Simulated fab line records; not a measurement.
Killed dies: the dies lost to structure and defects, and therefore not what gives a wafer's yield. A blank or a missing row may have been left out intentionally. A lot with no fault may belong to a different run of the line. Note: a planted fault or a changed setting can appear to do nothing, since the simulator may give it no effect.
Comparing a struck lot with a sound one / flow n5_finfet / 17 out of 1938 route steps
Sound: wafers L248.2, L248.4, L248.6. The struck wafers were L239.3, L239.4, L239.6. Last of all comes the cause.
Per side, at each step with rows, come the tool, then ch with its chambers, and then its first start. Under that, the readings that differ: sound wafers / struck wafers / difference of the means / sigmas: that difference in standard deviations of wafers without a fault.
alike: a reading whose means differ by less than 2 such deviations, as well as words and numbers matching on both sides. not compared: withheld readings; readings where some wafer has no value; bounds like >300 that might hide an equal value; numbers whose values overlap and for which the record gives no deviation.
A row with sigmas, a row that says differs or no value, or rows on one side alone: a step with any of these is where the two part. When numbers do not overlap yet have no deviation, they are printed without sigmas and do not part them. A reading that every wafer of one side lacks parts them only if that side has two wafers or more.

first, 8 steps without rows for these wafers: N5_SD_EPI_P_COAT_34 (time 60 s, resist thk 350 nm); N5_SD_EPI_P_COAT_35 (time 60 s, resist thk 35 nm); N5_SD_EPI_P_COAT_03 (resist thk 150 nm); N5_SD_EPI_P_EBR_05; N5_SD_EPI_P_SOFTBAKE_04 (time 60 s); N5_SD_EPI_P_EXPOSE_06 (exposes mask SD P BLK, target cd 240 nm); N5_SD_EPI_P_PEB_07 (peb time 60 s); N5_SD_EPI_P_DEVELOP_08 (develop time 30 s).
N5_SD_EPI_P_CD_MEAS_09: target cd 240 nm.
  sound on cd_sem-01 ch 0, day 6 16:16; struck on cd_sem-01 ch 0, day 4 11:07
  alike: cd_nm
N5_SD_EPI_P_OVL_MEAS_10:
  sound on overlay-02 ch 0, day 6 16:19; struck on overlay-02 ch 0, day 4 11:08
  alike: SD_P_BLK_OVL
N5_SD_EPI_P_INSPECT_11: inspects for defects (macro).
  sound on defect_inspect-02 at day 6 16:20; struck on defect_inspect-02 at day 4 11:10
  alike: raw_defect_count
N5_SD_EPI_P_DESCUM_14: chemistry O2, time 7.9 s.
  sound on rie_diel-01 ch 0,2,3, day 6 16:28; struck on rie_diel-06 ch 0,1,2, day 4 11:12
  alike: drypump_motor_current_A, oes_product_au, rf_vpp_V, showerhead_plenum_p_Torr, throttle_valve_pct
  not compared: rf_hours_counter_h
N5_SD_EPI_P_ETCH_36: etches SiARC in CF4, target depth 45.5 nm, time 75.8 s.
  sound on rie_diel-01 ch 0,2,3, day 6 16:30; struck on rie_diel-06 ch 0,1,2, day 4 11:14
  no value came back on the struck wafers for any of 8 readings (bias_w (W), cf4_flow_sccm (sccm) and others); on the sound wafers bias_w (W) reads 35.97 36.27 36.21
reading=model.CAR-ArF-block_of_SD_EPI_P_COAT_03.thk_nm (nm); sound=111.6 111.6 111.4; struck=144.2 144 144; difference=+32.5; sigmas=
  not compared: rf_hours_counter_h
N5_SD_EPI_P_ETCH_37: etches SOC in N2/H2, overetch 108 nm, time 486 s.
  sound on rie_diel-01 ch 0,2,3, day 6 16:33; struck on rie_diel-06 ch 0,1,2, day 4 11:17
reading=oes_product_au (a.u.); sound=0.62 0.66 0.71; struck=0.28 0.29 0.30; difference=-0.37; sigmas=-9
  alike: bias_w, chamber_pressure_mTorr, drypump_motor_current_A, n2_flow_sccm, rf_vpp_V, showerhead_plenum_p_Torr, throttle_valve_pct
  not compared: rf_hours_counter_h
then, 1 step without rows for these wafers: N5_SD_EPI_P_STRIP_38 (strips in N2/H2).
N5_BEOL_M4_RC_MEAS_101:
  the record has rows for the sound wafers here (prober-02 ch 0, day 11 18:56) and none for the struck ones
-- here the record skips 10 days between the struck wafers' starts before and after, leaving off in module BEOL_M4 and picking up in module PASSIVATION (first step shown: number 1936 of the route) --
N5_PASSIVATION_PROBE_49:
  sound on prober-02 at day 15 19:48; struck on prober-02 at day 14 06:50
reading=defect_limited_yield (%); sound=92.5 90.5 90.1; struck=0 0 0; difference=-91; sigmas=-65
reading=killed_at_front_end; sound=38 61 52; struck=1114 1124 1113; difference=+1067; sigmas=+89
reading=killed_dies; sound=89 112 117; struck=1180 1180 1180; difference=+1074; sigmas=+63
reading=killed_on_rim; sound=13 13 19; struck=152 152 152; difference=+137; sigmas=+30
reading=sort_bin_5_function (%); sound=5.3 5.4 6.0; struck=95.3 96.4 96.7; difference=+90.6; sigmas=+95
reading=sort_n_pass; sound=1091 1068 1063; struck=0 0 0; difference=-1074; sigmas=-63
reading=sort_yield_pct (%); sound=92.5 90.5 90.1; struck=0 0 0; difference=-91; sigmas=-65
  alike: killed_at_M0_to_M3, killed_at_M4_up, killed_at_contacts, killed_at_other, killed_open, killed_short, sort_bin_6_memory

== WHERE THEY PART ==
At N5_SD_EPI_P_ETCH_36 first; at N5_PASSIVATION_PROBE_49 last (within this record only).

WHY: what the simulator had put in
Entire step skipped (rie_diel-06, N5_SD_EPI_P_ETCH_36), from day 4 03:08 onward. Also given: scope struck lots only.
